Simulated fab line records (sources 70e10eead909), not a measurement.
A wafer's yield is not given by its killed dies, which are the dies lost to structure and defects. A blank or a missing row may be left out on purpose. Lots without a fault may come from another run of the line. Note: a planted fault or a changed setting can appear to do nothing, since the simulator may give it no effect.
Which of the tools did it? ; flow nand_harc ; at 1 step of a route of 1159, 12 lots with 36 wafers sampled

## WHAT THE GAUGES SHOWED, per wafer
NHARC_A_ONON_D1_THK_MEAS_14: measures by ellipsometry.
lot;measured;on;thk_nm (nm)
L076;day 7 21:29;film_metro-01;1001 1000 1002
L077;day 8 18:08;film_metro-02;1003 1003 1004
L079;day 8 23:36;film_metro-02;986 987 984
L081;day 9 10:19;film_metro-01;1014 1016 1015
L082;day 9 16:50;film_metro-02;1013 1014 1012
L088;day 11 02:01;film_metro-01;998 998 998
L086;day 11 10:01;film_metro-01;994 996 996
L090;day 11 17:55;film_metro-02;998 998 998
L091;day 11 22:19;film_metro-02;992 990 992
L095;day 12 11:16;film_metro-01;1010 1010 1009
L094;day 12 14:55;film_metro-01;1000 1002 997
L097;day 13 16:13;film_metro-02;1006 1007 1008

## WHAT TOOL EACH LOT RAN ON (gives the tool, then ch and the chambers of the sampled wafers, and finally the start)
The record holds no process step before these readings.

## THE ANSWER, worked out from the rows above alone
Rule: usual is defined by the lots themselves. Put in order of their means at a reading, lots are off if they are a third of the lots or fewer, leave a main group of 4 or more, and stand apart from it by a gap of 3 or more times the standard deviation of the main group's means; of several such gaps the widest counts. A main group is skipped when, at the precision printed for the reading in the tables above, its means are all equal. A lot without any number at a reading at which 4 lots or more have one is off too. The other lots that the step has rows for count as sound.
Nothing can be told from this: no lot is off at any reading shown.

## WHAT THE SIMULATOR HAD PUT IN
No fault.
